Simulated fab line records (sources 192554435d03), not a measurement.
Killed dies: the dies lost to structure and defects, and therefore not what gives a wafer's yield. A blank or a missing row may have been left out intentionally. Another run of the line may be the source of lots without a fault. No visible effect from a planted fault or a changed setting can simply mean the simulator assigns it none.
Matching of chambers    flow n5 finfet    pecvd-04 running N5_BEOL_M3_ILD_DEP_00: 3 sister chambers
The step deposits SiOC from DEMS/O2, target thk 79 nm, time 15.3 s. 20 wafers are shown with their chamber, then 10 later ones without.

WAFERS, EACH WITH ITS CHAMBER
wafer   chamber  throttle valve pct (%)  susceptor temp C (C)  showerhead plenum p Torr (Torr)
L074.2  0        12.9                    349.71                5.661
L074.5  0        12.6                    349.84                5.671
L074.6  1        12.8                    349.95                5.672
L075.1  1        13.0                    350.18                5.667
L075.2  2        11.7                    350.22                5.681
L075.4  0        12.6                    350.14                5.667
L076.1  1        12.7                    349.85                5.675
L076.2  0        12.8                    349.59                5.666
L076.4  0        12.3                    349.78                5.659
L077.1  2        11.7                    349.91                5.689
L077.4  0        12.6                    350.27                5.680
L077.6  1        13.0                    350.04                5.682
L084.1  0        12.6                    350.12                5.662
L084.2  2        11.7                    350.17                5.674
L084.5  0        12.6                    349.90                5.683
L085.2  2        11.5                    350.10                5.676
L085.4  1        12.9                    350.19                5.681
L085.5  0        12.3                    349.84                5.681
L089.1  1        12.8                    350.00                5.669
L089.2  2        11.8                    350.41                5.673

SIGNATURES (means of the wafers above)
reading                   chamber 0  chamber 1  chamber 2  scatter within a chamber
throttle valve pct        12.589     12.867     11.680     0.159
susceptor temp C          349.9100   350.0350   350.1620   0.19
showerhead plenum p Torr  5.67000    5.67433    5.67860    0.00785
Rule: for a wafer and a chamber, the distance is found by dividing, reading by reading, the gap between the wafer's reading and the chamber's mean by the reading's scatter, squaring, summing and taking the root. If the next closest chamber is less than 2 further off than the closest, the wafer can't be placed; otherwise it belongs to the closest. The scatter: take each reading less its chamber's mean, square it, sum over the shown wafers, divide by the number of wafers less the number of chambers, and take the root.

WAFERS WHOSE CHAMBER IS MISSING
wafer   throttle valve pct (%)  susceptor temp C (C)  showerhead plenum p Torr (Torr)
L089.6  11.6                    350.23                5.673
L090.1  12.8                    349.84                5.671
L090.3  11.6                    349.89                5.667
L090.6  11.9                    350.10                5.670
L096.1  11.9                    349.85                5.671
L096.4  11.2                    349.77                5.665
L096.5  12.9                    350.09                5.683
L097.3  12.3                    350.05                5.684
L097.4  11.5                    349.91                5.683
L097.5  12.8                    350.23                5.667

WHICH CHAMBER EACH WENT THROUGH
wafer   from the rows above           in truth
L089.6  2                             2
L090.1  can't be placed: 1 or 0       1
L090.3  2                             2
L090.6  2                             2
L096.1  can't be placed: 2 or 0       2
L096.4  2                             2
L096.5  can't be placed: 1 or 0       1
L097.3  can't be placed: 0 or 1 or 2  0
L097.4  2                             2
L097.5  can't be placed: 1 or 0       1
5 of 10 placed correctly. From these rows, 5 cannot be placed; in 5 the true chamber is one of the candidates. 0 placed wrongly.
